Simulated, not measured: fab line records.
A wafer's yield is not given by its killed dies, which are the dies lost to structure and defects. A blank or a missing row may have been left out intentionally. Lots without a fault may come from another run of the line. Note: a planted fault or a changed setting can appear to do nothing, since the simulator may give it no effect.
What tool caused it? + flow nand-harc + route of 1302 steps, sampled at 1 step: 24 lots, 72 wafers

WHAT THE GAUGES SHOWED, per wafer
NHARC_P_M0_OVL_MEAS_10: pitch 180 nm. Usual: overlay-x-nm 0.2 nm, standard deviation 0.85; overlay-y-nm 0.0 nm, standard deviation 0.84.
| lot  | measured     | on         | overlay-x-nm (nm) | overlay-y-nm (nm) | flag |
|------|--------------|------------|-------------------|-------------------|------|
| L074 | day 5 21:38  | overlay-02 | 0.7 0.7 0.6       | 1.2 0.5 1.4       |      |
| L075 | day 6 11:04  | overlay-01 | -0.7 -0.8 -0.2    | -0.1 -0.5 -0.1    |      |
| L076 | day 6 21:17  | overlay-02 | 1.7 1.1 1.2       | 0.9 0.6 0.5       |      |
| L077 | day 7 10:20  | overlay-02 | 2.1 1.9 1.6       | -0.2 -0.7 0.2     |      |
| L078 | day 7 14:56  | overlay-01 | -0.4 -0.1 -0.5    | 1.5 2.1 1.5       |      |
| L079 | day 8 03:07  | overlay-01 | 0.0 -0.4 0.2      | -1.3 -1.1 -1.6    |      |
| L080 | day 8 12:10  | overlay-02 | -1.0 -1.1 -0.4    | -0.4 -0.8 -0.1    |      |
| L081 | day 8 23:55  | overlay-01 | 0.3 -0.2 -0.1     | -0.9 -1.0 -0.4    |      |
| L082 | day 9 11:41  | overlay-02 | 1.5 0.6 1.3       | -0.6 0.1 0.0      |      |
| L083 | day 9 15:32  | overlay-01 | -0.6 0.3 0.6      | -0.3 -0.2 -0.8    |      |
| L084 | day 10 09:31 | overlay-02 | 0.6 0.0 0.2       | 0.4 0.8 1.4       |      |
| L085 | day 10 15:19 | overlay-02 | 1.4 2.1 1.4       | 0.9 0.2 0.3       |      |
| L086 | day 11 06:19 | overlay-01 | 0.3 0.5 0.0       | -0.3 -0.7 -0.4    |      |
| L087 | day 11 07:33 | overlay-01 | -1.3 -1.3 -1.3    | -0.4 -0.2 -0.3    |      |
| L089 | day 12 12:16 | overlay-02 | -1.1 -0.9 -0.6    | -0.6 -0.2 -0.5    |      |
| L088 | day 12 13:09 | overlay-01 | -0.2 0.4 0.1      | -1.0 -1.0 -0.9    |      |
| L091 | day 13 07:34 | overlay-01 | -0.9 -0.5 -0.2    | 0.5 0.8 0.6       |      |
| L090 | day 13 08:21 | overlay-02 | -0.6 -0.6 -0.4    | 1.2 1.8 1.7       |      |
| L092 | day 14 00:19 | overlay-01 | 0.8 0.7 0.3       | -0.1 -0.1 -0.3    |      |
| L094 | day 14 11:21 | overlay-02 | 0.2 0.0 0.7       | -0.5 -0.6 -0.1    |      |
| L095 | day 14 12:13 | overlay-02 | -0.1 0.2 0.5      | -0.6 -0.3 -1.0    |      |
| L093 | day 14 17:25 | overlay-01 | -0.8 -0.7 -1.1    | -0.1 -0.7 0.0     |      |
| L096 | day 15 02:21 | overlay-02 | 1.1 0.5 1.1       | -0.3 -0.6 -1.1    |      |
| L097 | day 15 13:55 | overlay-02 | 0.9 0.6 0.7       | 0.6 0.4 0.4       |      |

WHICH TOOL RAN EACH LOT (tool, then ch and the chambers of the sampled wafers, then the start)
There is no process step in the record ahead of these readings.

AS READ BY THE TOOLS THEMSELVES (means over the sampled wafers that have a number; for cases with no such wafer, the mark the record gives instead)
The record holds no such reading with a usual standard deviation.

THE ANSWER, worked out from the rows above alone
Rule: a lot counts as off when the mean over its wafers that have a number is more than 3 standard deviations away from the usual mean. A lot without any number at a reading at which 4 lots or more have one is off too. Any other lot the step has rows for is counted as sound. Order of review: gauges by route order, followed by the tools' own readings, for which a lot's mean as printed above is used. The first step at which some lot is off is used, and at that step the reading that is off furthest; a lot without a number counts as furthest.
Across all readings shown, no lot is off: no conclusion can be drawn from this.

WHAT THE SIMULATOR HAD INSERTED
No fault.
